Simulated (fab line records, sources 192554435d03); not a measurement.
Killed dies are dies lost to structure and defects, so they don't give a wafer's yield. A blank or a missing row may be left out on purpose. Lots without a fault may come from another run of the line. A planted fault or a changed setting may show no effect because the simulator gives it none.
fab line records | flow n5_finfet
record lots=24 wafers=72 last_day=19
route steps=1938 shown BEOL_M11@1580 BEOL_M12@1603 BEOL_M13@1673 BEOL_M14@1746
lots that met no fault: from a run of the same line without faults
start_h: hours from the record's first day to the start of the lot's first wafer shown | wait_h: hours since the lot's step before | " the same as in the row above | L1.1+2: a row that stands for several wafers | - no value, or no start given | * or withheld: withheld | < > ~ a bound
route shown NAME@n: a module of which the file shows steps, and the number in the route of the first | usual: mean/standard deviation of fault-free wafers | same: alike in all rows | chamber/n: place in a boat | sites: the reading at each site | _std_site: their standard deviation | _edge_site: outer sites' mean less inner sites' | radius_mm: how far each site lies from the wafer's centre | mask NAME#n: copy n | behind: the tool/chamber that last shaped the wafer | hold: why the lot was held/for how many hours/how that ended | device: the transistor (n, p or np) that didn't switch | end of line: the same wafers' tests at the end of the route | a step without rows: its recipe alone | killed: dies lost to structure and defects at the first sort, not the wafer's yield | map: a wafer's dies, x killed, . not, _ none there
set.NAME: the setting as run; set.NAME@STEP: as run at that earlier step | model.NAME: the simulator's own value behind a step, which no gauge read
steps of the route over a sample of lots; a table a step, a row a wafer
services: from which hour (start_h, from the record's first day; less than 0 if before it) a tool's chamber was out of use, for how many hours, and why
## steps
# step N5_BEOL_M11_STRIP_77
# recipe chemistry=N2/H2 time_s=10 power_w=450 temp_c=40 pressure_mtorr=20 rf_frequency_hz=6e+07 bias_power_w=7 n2_flow_sccm=200 h2_flow_sccm=200
# usual drypump_motor_current_A=5.5/0.39 oes_product_au=0.83/0.11 rf_vpp_V=59.1/0.96 showerhead_plenum_p_Torr=2.54/0.11 throttle_valve_pct=23.60/0.29
# columns lot.wafer tool chamber start_h wait_h drypump_motor_current_A oes_product_au rf_hours_counter_h rf_vpp_V showerhead_plenum_p_Torr throttle_valve_pct
L074.1 rie_diel-02 0 - - 5.5 0.93 22 60.1 2.58 23.53
L074.4 " 2 " " 5.5 1.00 0 59.3 2.50 23.26
L074.6 " 1 " " 6.0 0.70 - 60.0 2.42 23.49
L075.1 rie_diel-04 0 - - 5.8 0.91 34 58.5 2.49 23.48
L075.2 " 1 " " 6.3 0.68 247 56.9 2.40 24.09
L075.6 " 0 " " 5.8 0.90 - 58.3 2.49 23.48
L078.2 rie_diel-06 2 - - 5.2 0.69 241 60.0 2.62 23.79
L078.3 " 1 " " 5.7 0.72 231 59.7 2.39 23.38
L078.6 " 3 " " 5.4 0.71 - 57.6 2.41 23.92
L077.4 rie_diel-04 0 - - 5.8 0.87 - 57.9 2.48 23.49
L077.5 " 1 " " 6.3 0.96 - 60.3 2.71 23.74
L077.6 " 2 " " 5.2 0.71 - 61.1 2.64 23.99
L080.2 rie_diel-04 2 - - 5.3 0.69 208 59.5 2.64 24.01
L080.4 " 0 " " 5.8 0.86 - 59.9 2.48 23.49
L080.5 " 1 " " 6.3 0.92 - 59.8 2.71 23.76
L079.1 rie_diel-04 1 - - 6.3 0.92 16 61.5 2.71 23.74
L079.4 " 2 " " 5.2 0.68 - 59.6 2.64 24.03
L079.6 " 1 " " 6.3 0.92 - 59.3 2.71 23.75
L081.1 rie_diel-06 0 - - 4.9 0.80 70 58.5 2.47 23.47
L081.2 " 1 " " 5.6 0.70 243 58.6 2.38 23.39
L081.6 " 0 " " 4.9 0.82 - 59.8 2.47 23.46
L082.1 rie_diel-04 3 - - 5.6 0.96 4 59.8 2.49 23.53
L082.3 " 2 " " 5.2 0.69 214 58.1 2.64 24.03
L082.4 " 1 " " 6.3 0.91 22 60.4 2.71 23.76
L083.2 rie_diel-04 0 - - 5.8 0.85 70 58.8 2.48 23.51
L083.3 " 1 " " 6.3 0.91 24 58.9 2.71 23.78
L083.6 " 3 " " 5.7 0.93 - 59.8 2.49 23.53
L085.1 rie_diel-06 2 - - 5.2 0.98 3 59.5 2.61 23.50
L085.4 " 0 " " 4.9 0.80 80 58.4 2.47 23.46
L085.6 " 1 " " 5.7 1.00 - 59.4 2.70 22.98
L084.1 rie_diel-02 1 - - 6.0 0.69 212 58.6 2.42 23.48
L084.3 " 2 " " 5.5 0.96 8 58.9 2.50 23.28
L084.4 " 1 " " 6.0 0.69 - 58.1 2.41 23.51
L087.1 rie_diel-06 2 - - 5.2 0.98 4 59.1 2.61 23.51
L087.2 " 0 " " 4.9 0.79 81 59.5 2.47 23.47
L087.5 " 0 " " 4.9 0.80 - 58.7 2.47 23.47
L086.2 rie_diel-04 1 - - 6.3 0.90 29 61.9 2.70 23.78
L086.4 " 0 " " 5.8 0.84 75 57.1 2.48 23.51
L086.5 " 3 " " 5.7 0.93 - 59.9 2.49 23.55
L089.2 rie_diel-04 0 - - 5.8 0.84 77 58.1 2.47 23.53
L089.3 " 1 " " 6.3 0.89 31 60.0 2.70 23.77
L089.5 " 2 " " 5.3 0.68 - 58.3 2.63 24.05
L076.3 rie_diel-06 1 - - 5.6 0.98 4 60.4 2.70 23.00
L076.4 " 2 " " 5.2 0.97 7 57.7 2.61 23.51
L076.6 " 0 " " 5.0 0.79 - 58.1 2.46 23.47
L090.2 rie_diel-06 3 - - 5.3 0.70 233 59.0 2.40 23.95
L090.4 " 1 " " 5.7 0.97 7 60.4 2.70 22.99
L090.6 " 2 " " 5.2 0.96 - 58.6 2.61 23.50
L091.2 rie_diel-06 3 - - 5.4 0.69 239 57.7 2.40 23.95
L091.5 " 1 " " 5.7 0.95 - 59.9 2.69 23.00
L091.6 " 0 " " 4.9 0.78 - 59.3 2.46 23.48
L088.2 rie_diel-06 2 - - 5.2 0.94 17 60.4 2.61 23.53
L088.3 " 0 " " 4.9 0.77 93 59.2 2.46 23.48
L088.6 " 2 " " 5.2 0.94 - 59.9 2.61 23.53
L092.1 rie_diel-06 0 - - 4.9 0.78 93 58.5 2.46 23.50
L092.2 " 3 " " 5.3 0.69 240 58.0 2.40 23.97
L092.4 " 2 " " 5.2 0.94 17 59.6 2.61 23.52
L095.2 rie_diel-06 3 - - 5.4 0.68 241 59.5 2.40 23.97
L095.5 " 2 " " 5.2 0.95 - 59.7 2.61 23.52
L095.6 " 3 " " 5.3 0.69 - 58.8 2.40 23.95
L093.2 rie_diel-06 2 - - 5.2 0.94 20 58.5 2.61 23.53
L093.4 " 2 " " 5.2 0.93 - 60.4 2.61 23.53
L093.6 " 3 " " 5.4 0.69 - 57.8 2.40 23.98
L096.2 rie_diel-04 1 - - 6.3 0.87 44 58.9 2.70 23.80
L096.5 " 2 " " 5.2 0.67 - 59.5 2.63 24.06
L096.6 " 1 " " 6.3 0.86 - 59.7 2.70 23.79
L094.1 rie_diel-04 1 - - 6.3 0.87 45 58.2 2.70 23.77
L094.3 " 2 " " 5.3 0.67 238 58.3 2.63 24.03
L094.4 " 0 " " 5.8 0.82 90 60.2 2.47 23.53
L097.1 rie_diel-02 0 - - 5.4 0.88 48 60.1 2.57 23.55
L097.5 " 0 " " 5.4 0.88 - 59.3 2.57 23.55
L097.6 " 1 " " 6.0 0.68 - 59.2 2.41 23.51
# step N5_BEOL_M11_RS_MEAS_57
# recipe thk_meas_gauge=four-point-probe reads=Cu_of_BEOL_M11_ECD_50+Co_of_BEOL_M11_CVD_75+TaN_of_BEOL_M11_ALD_74
# usual M11_RS=0.150/0.0057
# columns lot.wafer tool chamber start_h wait_h M11_RS[ohm/sq]
L074.1 film_metro-02 - 256.92 0.0 0.145
L074.4 " - " " 0.154
L074.6 " - " " 0.157
L075.1 film_metro-01 - 257.15 0.0 0.151
L075.2 " - " " 0.151
L075.6 " - " " 0.149
L078.2 film_metro-01 - 305.29 0.0 0.154
L078.3 " - " " 0.149
L078.6 " - " " 0.153
L077.4 film_metro-01 - 311.33 0.0 0.151
L077.5 " - " " 0.144
L077.6 " - " " 0.157
L080.2 film_metro-01 - 328.62 0.0 0.159
L080.4 " - " " 0.150
L080.5 " - " " 0.146
L079.1 film_metro-01 - 329.66 0.0 0.147
L079.4 " - " " 0.159
L079.6 " - " " 0.145
L081.1 film_metro-02 - 338.68 0.1 0.156
L081.2 " - " " 0.149
L081.6 " - " " 0.154
L082.1 film_metro-01 - 347.15 0.0 0.146
L082.3 " - " " 0.158
L082.4 " - " " 0.149
L083.2 film_metro-02 - 356.03 0.0 0.155
L083.3 " - " " 0.149
L083.6 " - " " 0.150
L085.1 film_metro-01 - 366.17 0.0 0.146
L085.4 " - " " 0.156
L085.6 " - " " 0.142
L084.1 film_metro-02 - 368.36 0.0 0.160
L084.3 " - " " 0.152
L084.4 " - " " 0.160
L087.1 film_metro-01 - 368.56 0.0 0.143
L087.2 " - " " 0.155
L087.5 " - " " 0.153
L086.2 film_metro-02 - 370.68 0.0 0.145
L086.4 " - " " 0.150
L086.5 " - " " 0.148
L089.2 film_metro-02 - 377.22 0.0 0.152
L089.3 " - " " 0.145
L089.5 " - " " 0.156
L076.3 film_metro-02 - 377.60 0.0 0.140
L076.4 " - " " 0.147
L076.6 " - " " 0.157
L090.2 film_metro-02 - 386.65 0.1 0.155
L090.4 " - " " 0.140
L090.6 " - " " 0.145
L091.2 film_metro-02 - 402.82 0.1 0.151
L091.5 " - " " 0.140
L091.6 " - " " 0.154
L088.2 film_metro-02 - 405.82 0.1 0.141
L088.3 " - " " 0.151
L088.6 " - " " 0.143
L092.1 film_metro-01 - 406.37 0.0 0.153
L092.2 " - " " 0.150
L092.4 " - " " 0.143
L095.2 film_metro-01 - 411.35 0.0 0.152
L095.5 " - " " 0.145
L095.6 " - " " 0.152
L093.2 film_metro-01 - 412.91 0.0 0.144
L093.4 " - " " 0.145
L093.6 " - " " 0.153
L096.2 film_metro-02 - 413.27 0.0 0.148
L096.5 " - " " 0.162
L096.6 " - " " 0.147
L094.1 film_metro-01 - 414.82 0.0 0.148
L094.3 " - " " 0.156
L094.4 " - " " 0.151
L097.1 film_metro-01 - 418.97 0.0 0.146
L097.5 " - " " 0.145
L097.6 " - " " 0.159
# step N5_BEOL_M12_THK_MEAS_01
# recipe reads=SiOC_of_BEOL_M12_ILD_DEP_00
# usual M12_ILD_THK=658/9.5
# columns lot.wafer tool chamber start_h wait_h M12_ILD_THK[nm]
L074.1 film_metro-02 - 257.11 0.1 654
L074.4 " - " " 656
L074.6 " - " " 650
L075.1 film_metro-01 - 257.34 0.1 657
L075.2 " - " " 665
L075.6 " - " " 663
L078.2 film_metro-02 - 305.55 0.1 637
L078.3 " - " " 656
L078.6 " - " " 673
L077.4 film_metro-01 - 311.52 0.0 668
L077.5 " - " " 660
L077.6 " - " " 654
L080.2 film_metro-01 - 328.82 0.1 640
L080.4 " - " " 667
L080.5 " - " " 666
L079.1 film_metro-02 - 329.86 0.1 638
L079.4 " - " " 655
L079.6 " - " " 663
L081.1 film_metro-02 - 338.87 0.1 649
L081.2 " - " " 643
L081.6 " - " " 655
L082.1 film_metro-01 - 347.35 0.1 651
L082.3 " - " " 661
L082.4 " - " " 652
L083.2 film_metro-02 - 356.22 0.1 654
L083.3 " - " " 661
L083.6 " - " " 660
L085.1 film_metro-01 - 366.37 0.1 664
L085.4 " - " " 667
L085.6 " - " " 663
L084.1 film_metro-02 - 368.55 0.1 646
L084.3 " - " " 656
L084.4 " - " " 675
L087.1 film_metro-02 - 368.76 0.1 648
L087.2 " - " " 639
L087.5 " - " " 664
L086.2 film_metro-02 - 370.87 0.1 649
L086.4 " - " " 660
L086.5 " - " " 654
L089.2 film_metro-02 - 377.42 0.1 654
L089.3 " - " " 668
L089.5 " - " " 675
L076.3 film_metro-01 - 378.07 0.1 653
L076.4 " - " " 667
L076.6 " - " " 663
L090.2 film_metro-02 - 386.84 0.1 663
L090.4 " - " " 675
L090.6 " - " " 682
L091.2 film_metro-01 - 403.01 0.1 645
L091.5 " - " " 658
L091.6 " - " " 652
L088.2 film_metro-02 - 406.01 0.1 660
L088.3 " - " " 665
L088.6 " - " " 670
L092.1 film_metro-01 - 406.61 0.1 654
L092.2 " - " " 644
L092.4 " - " " 660
L095.2 film_metro-02 - 411.54 0.1 644
L095.5 " - " " 665
L095.6 " - " " 657
L093.2 film_metro-02 - 413.11 0.1 654
L093.4 " - " " 668
L093.6 " - " " 672
L096.2 film_metro-02 - 413.46 0.1 648
L096.5 " - " " 658
L096.6 " - " " 655
L094.1 film_metro-02 - 415.01 0.1 658
L094.3 " - " " 650
L094.4 " - " " 670
L097.1 film_metro-02 - 419.17 0.1 650
L097.5 " - " " 675
L097.6 " - " " 663
# step N5_BEOL_M12_INSPECT_12
# recipe mode=adi inspect_instrument=macro
# usual raw_defect_count=2.3/1.5
# columns lot.wafer tool chamber start_h wait_h raw_defect_count
L074.1 defect_inspect-01 - 257.47 0.0 1
L074.4 " - " " 5
L074.6 " - " " 2
L075.1 defect_inspect-02 - 257.70 0.0 1
L075.2 " - " " 4
L075.6 " - " " 3
L078.2 defect_inspect-01 - 306.03 0.0 2
L078.3 " - " " 1
L078.6 " - " " 2
L077.4 defect_inspect-01 - 312.01 0.0 1
L077.5 " - " " 2
L077.6 " - " " 2
L080.2 defect_inspect-01 - 329.30 0.0 0
L080.4 " - " " 2
L080.5 " - " " 3
L079.1 defect_inspect-02 - 330.21 0.0 1
L079.4 " - " " 5
L079.6 " - " " 0
L081.1 defect_inspect-01 - 339.23 0.0 1
L081.2 " - " " 0
L081.6 " - " " 1
L082.1 defect_inspect-02 - 347.70 0.0 2
L082.3 " - " " 3
L082.4 " - " " 3
L083.2 defect_inspect-01 - 356.70 0.0 3
L083.3 " - " " 3
L083.6 " - " " 5
L085.1 defect_inspect-02 - 366.73 0.0 1
L085.4 " - " " 2
L085.6 " - " " 2
L084.1 defect_inspect-02 - 369.04 0.0 1
L084.3 " - " " 3
L084.4 " - " " 2
L087.1 defect_inspect-02 - 369.24 0.0 5
L087.2 " - " " 0
L087.5 " - " " 1
L086.2 defect_inspect-02 - 371.23 0.0 0
L086.4 " - " " 2
L086.5 " - " " 4
L089.2 defect_inspect-02 - 377.92 0.2 0
L089.3 " - " " 4
L089.5 " - " " 6
L076.3 defect_inspect-02 - 378.42 0.0 3
L076.4 " - " " 4
L076.6 " - " " 5
L090.2 defect_inspect-02 - 387.20 0.0 1
L090.4 " - " " 6
L090.6 " - " " 0
L091.2 defect_inspect-02 - 403.49 0.0 4
L091.5 " - " " 3
L091.6 " - " " 2
L088.2 defect_inspect-02 - 406.50 0.0 2
L088.3 " - " " 2
L088.6 " - " " 0
L092.1 defect_inspect-02 - 406.97 0.0 0
L092.2 " - " " 2
L092.4 " - " " 4
L095.2 defect_inspect-02 - 411.90 0.0 3
L095.5 " - " " 2
L095.6 " - " " 0
L093.2 defect_inspect-02 - 413.59 0.0 3
L093.4 " - " " 1
L093.6 " - " " 3
L096.2 defect_inspect-02 - 413.82 0.0 2
L096.5 " - " " 2
L096.6 " - " " 6
L094.1 defect_inspect-02 - 415.50 0.0 2
L094.3 " - " " 4
L094.4 " - " " 3
L097.1 defect_inspect-01 - 419.53 0.0 3
L097.5 " - " " 2
L097.6 " - " " 1
# step N5_BEOL_M13_ETCH_59
# recipe chemistry=N2/H2 target=BARC target_depth_a=890 overetch_a=267 time_s=67.9 ion_energy_ev=200 pressure_mtorr=30 source_w=840 bias_w=150 n2_flow_sccm=200 h2_flow_sccm=200
# usual drypump_motor_current_A=5.5/0.39 oes_product_au=0.69/0.085 rf_vpp_V=523.0/2.8 showerhead_plenum_p_Torr=2.52/0.1 throttle_valve_pct=17.85/0.27
# columns lot.wafer tool chamber start_h wait_h drypump_motor_current_A oes_product_au rf_hours_counter_h rf_vpp_V showerhead_plenum_p_Torr throttle_valve_pct
L074.1 rie_diel-04 0 261.36 0.0 5.8 0.76 36 522.9 2.50 17.62
L074.4 " 3 " " 5.6 0.58 249 522.3 2.50 18.16
L074.6 " 1 " " 6.2 0.59 - 519.4 2.40 18.20
L075.1 rie_diel-04 3 264.01 0.0 5.7 0.57 249 522.7 2.50 18.16
L075.2 " 0 " " 5.8 0.76 37 522.2 2.50 17.62
L075.6 " 1 " " 6.2 0.58 - 519.6 2.40 18.23
L078.2 rie_diel-06 2 312.60 0.0 5.2 0.60 245 525.6 2.62 18.08
L078.3 " 3 " " 5.4 0.60 206 519.4 2.42 18.22
L078.6 " 3 " " 5.4 0.61 - 518.9 2.42 18.22
L077.4 rie_diel-06 3 317.43 0.0 5.4 0.61 209 518.9 2.42 18.21
L077.5 " 3 " " 5.4 0.61 - 520.4 2.42 18.22
L077.6 " 2 " " 5.2 0.59 - 525.7 2.62 18.07
L080.2 rie_diel-04 0 336.11 0.0 5.8 0.73 66 523.9 2.48 17.69
L080.4 " 2 " " 5.3 0.61 212 526.6 2.64 18.21
L080.5 " 1 " " 6.3 0.77 - 527.8 2.71 17.81
L079.1 rie_diel-06 0 337.16 0.0 4.9 0.69 72 522.6 2.47 17.69
L079.4 " 1 " " 5.7 0.60 - 519.8 2.39 17.75
L079.6 " 0 " " 4.9 0.69 - 522.2 2.47 17.70
L081.1 rie_diel-06 3 346.01 0.0 5.4 0.60 223 519.5 2.41 18.24
L081.2 " 2 " " 5.3 0.86 0 524.2 2.62 17.66
L081.6 " 0 " " 4.9 0.69 - 522.7 2.47 17.69
L082.1 rie_diel-04 3 356.24 0.0 5.7 0.80 9 523.0 2.49 17.70
L082.3 " 1 " " 6.3 0.76 25 528.4 2.71 17.83
L082.4 " 2 " " 5.3 0.59 218 525.9 2.64 18.22
L083.2 rie_diel-06 3 364.31 0.0 5.4 0.60 227 520.5 2.41 18.24
L083.3 " 1 " " 5.7 0.83 1 529.0 2.70 17.31
L083.6 " 3 " " 5.4 0.60 - 519.8 2.41 18.26
L085.1 rie_diel-02 1 371.70 0.0 6.1 0.60 215 520.9 2.42 17.74
L085.4 " 1 " " 6.0 0.60 - 520.4 2.42 17.73
L085.6 " 2 " " 5.5 0.81 - 521.9 2.50 17.47
L084.1 rie_diel-02 2 377.06 0.0 5.5 0.81 13 522.2 2.50 17.49
L084.3 " 1 " " 6.0 0.60 217 520.1 2.42 17.74
L084.4 " 0 " " 5.4 0.75 - 525.1 2.58 17.72
L087.1 rie_diel-04 2 377.41 0.0 5.3 0.60 226 524.9 2.64 18.22
L087.2 " 1 " " 6.3 0.75 32 528.3 2.71 17.84
L087.5 " 0 " " 5.8 0.71 - 521.1 2.48 17.71
L086.2 rie_diel-02 2 377.57 0.0 5.5 0.81 13 523.3 2.50 17.47
L086.4 " 2 " " 5.5 0.81 - 523.0 2.50 17.48
L086.5 " 1 " " 6.0 0.59 - 520.8 2.42 17.73
L089.2 rie_diel-02 2 382.88 0.0 5.5 0.82 15 522.3 2.50 17.49
L089.3 " 1 " " 6.0 0.60 219 520.2 2.42 17.75
L089.5 " 2 " " 5.5 0.82 - 523.2 2.50 17.48
L076.3 rie_diel-04 2 384.11 0.0 5.3 0.60 228 525.4 2.64 18.23
L076.4 " 0 " " 5.8 0.71 81 522.5 2.48 17.72
L076.6 " 1 " " 6.2 0.75 - 528.4 2.71 17.82
L090.2 rie_diel-06 1 391.79 0.0 5.7 0.78 10 528.2 2.70 17.34
L090.4 " 0 " " 4.9 0.67 89 521.2 2.47 17.72
L090.6 " 3 " " 5.4 0.59 - 519.2 2.40 18.26
L091.2 rie_diel-06 0 409.87 0.0 4.9 0.67 95 521.3 2.46 17.72
L091.5 " 2 " " 5.2 0.78 - 525.1 2.61 17.70
L091.6 " 0 " " 4.9 0.67 - 522.0 2.46 17.74
L088.2 rie_diel-06 2 412.86 0.0 5.2 0.78 22 525.8 2.61 17.70
L088.3 " 0 " " 4.9 0.67 97 522.5 2.46 17.72
L088.6 " 3 " " 5.4 0.58 - 519.5 2.40 18.27
L092.1 rie_diel-06 3 413.23 0.0 5.3 0.59 245 519.1 2.40 18.27
L092.2 " 2 " " 5.2 0.78 22 525.1 2.61 17.71
L092.4 " 3 " " 5.3 0.59 - 520.7 2.40 18.27
L095.2 rie_diel-04 2 416.32 0.0 5.2 0.59 239 525.2 2.63 18.26
L095.5 " 3 " " 5.7 0.76 - 521.7 2.49 17.74
L095.6 " 0 " " 5.8 0.70 - 522.3 2.47 17.74
L093.2 rie_diel-06 1 420.57 0.0 5.7 0.79 15 528.0 2.70 17.34
L093.4 " 0 " " 4.9 0.68 100 523.5 2.46 17.73
L093.6 " 0 " " 4.9 0.67 - 520.7 2.46 17.74
L096.2 rie_diel-06 1 423.92 0.0 5.7 0.78 16 526.5 2.70 17.34
L096.5 " 0 " " 4.9 0.67 - 520.9 2.46 17.73
L096.6 " 3 " " 5.4 0.58 - 519.2 2.40 18.30
L094.1 rie_diel-02 1 424.37 0.0 6.0 0.59 232 522.1 2.41 17.77
L094.3 " 2 " " 5.5 0.78 28 522.9 2.49 17.50
L094.4 " 3 " " 5.7 0.81 13 522.6 2.49 17.86
L097.1 rie_diel-04 1 426.67 0.0 6.3 0.73 50 527.5 2.70 17.86
L097.5 " 2 " " 5.2 0.58 - 525.3 2.63 18.26
L097.6 " 3 " " 5.6 0.76 - 522.6 2.48 17.76
# step N5_BEOL_M14_CD_MEAS_28
# recipe target_cd_nm=284.4 landing_energy_ev=500 detector=se_inlens
# usual cd_nm=284.5/1.6
# columns lot.wafer tool chamber start_h wait_h cd_nm
L074.1 cd_sem-03 0 266.07 - 285.3
L074.4 " 0 " " 285.7
L074.6 " 0 " " 285.4
L075.1 cd_sem-03 0 268.60 - 288.4
L075.2 " 0 " " 285.6
L075.6 " 0 " " 285.5
L078.2 cd_sem-02 0 318.86 - 283.1
L078.3 " 0 " " 280.2
L078.6 " 0 " " 282.5
L077.4 cd_sem-03 0 323.36 - 285.8
L077.5 " 0 " " 283.0
L077.6 " 0 " " 284.9
L080.2 cd_sem-01 0 346.21 - 281.8
L080.4 " 0 " " 283.1
L080.5 " 0 " " 285.2
L079.1 cd_sem-02 0 346.65 - 282.6
L079.4 " 0 " " 285.0
L079.6 " 0 " " 283.0
L081.1 cd_sem-01 0 359.14 - 285.3
L081.2 " 0 " " 285.5
L081.6 " 0 " " 284.4
L082.1 cd_sem-01 0 363.35 - 281.9
L082.3 " 0 " " 280.4
L082.4 " 0 " " 282.2
L083.2 cd_sem-01 0 370.40 - 281.9
L083.3 " 0 " " 282.7
L083.6 " 0 " " 283.2
L085.1 cd_sem-03 0 379.69 - 283.2
L085.4 " 0 " " 286.5
L085.6 " 0 " " 285.6
L084.1 cd_sem-03 0 382.20 - 284.9
L084.3 " 0 " " 284.6
L084.4 " 0 " " 282.1
L087.1 cd_sem-01 0 384.19 - 284.4
L087.2 " 0 " " 283.1
L087.5 " 0 " " 286.5
L086.2 cd_sem-01 0 384.90 - 286.1
L086.4 " 0 " " 284.5
L086.5 " 0 " " 284.7
L089.2 cd_sem-02 0 388.14 - 284.6
L089.3 " 0 " " 284.4
L089.5 " 0 " " 282.5
L076.3 cd_sem-01 0 389.71 - 283.9
L076.4 " 0 " " 285.2
L076.6 " 0 " " 284.2
L090.2 cd_sem-03 0 397.26 - 286.3
L090.4 " 0 " " 284.9
L090.6 " 0 " " 286.1
L091.2 cd_sem-03 0 415.84 - 286.5
L091.5 " 0 " " 284.3
L091.6 " 0 " " 282.7
L088.2 cd_sem-01 0 418.45 - 287.1
L088.3 " 0 " " 283.9
L088.6 " 0 " " 284.2
L092.1 cd_sem-02 0 421.32 - 283.6
L092.2 " 0 " " 285.8
L092.4 " 0 " " 283.7
L095.2 cd_sem-02 0 422.05 - 282.8
L095.5 " 0 " " 282.8
L095.6 " 0 " " 285.5
L093.2 cd_sem-03 0 428.70 - 284.7
L093.4 " 0 " " 286.5
L093.6 " 0 " " 285.1
L096.2 cd_sem-03 0 431.18 - 283.6
L096.5 " 0 " " 284.2
L096.6 " 0 " " 283.1
L094.1 cd_sem-02 0 431.63 - 285.5
L094.3 " 0 " " 283.9
L094.4 " 0 " " 283.8
L097.1 cd_sem-03 0 436.48 - 284.1
L097.5 " 0 " " 279.6
L097.6 " 0 " " 283.7
## services
# columns tool chamber start_h hours kind
rie_diel-04 3 236.60 5.9 repair
rie_diel-02 - 257.06 72.1 repair
rie_diel-04 1 265.95 - clean
rie_diel-04 1 265.95 - consumable_replace:focus_ring
rie_diel-04 1 265.95 - consumable_replace:showerhead
rie_diel-04 1 265.95 20.5 scheduled_down
rie_diel-04 1 265.95 20.5 vent_cycle
rie_diel-04 3 294.15 6.5 repair
rie_diel-04 3 300.66 - clean
rie_diel-06 2 324.33 - clean
rie_diel-06 2 324.33 - consumable_replace:focus_ring
rie_diel-06 2 324.33 21.0 scheduled_down
rie_diel-06 2 324.33 21.0 vent_cycle
rie_diel-02 - 329.20 14.6 pm
rie_diel-06 3 331.95 2.6 repair
rie_diel-04 - 336.59 4.8 repair
rie_diel-06 - 338.02 0.6 repair
rie_diel-06 1 345.30 - clean
rie_diel-06 1 345.30 - consumable_replace:focus_ring
rie_diel-06 1 345.30 - consumable_replace:showerhead
rie_diel-06 1 345.30 15.0 scheduled_down
rie_diel-06 1 345.30 15.0 vent_cycle
rie_diel-06 0 347.58 3.7 repair
rie_diel-06 - 354.64 4.3 pm
## key
fault none
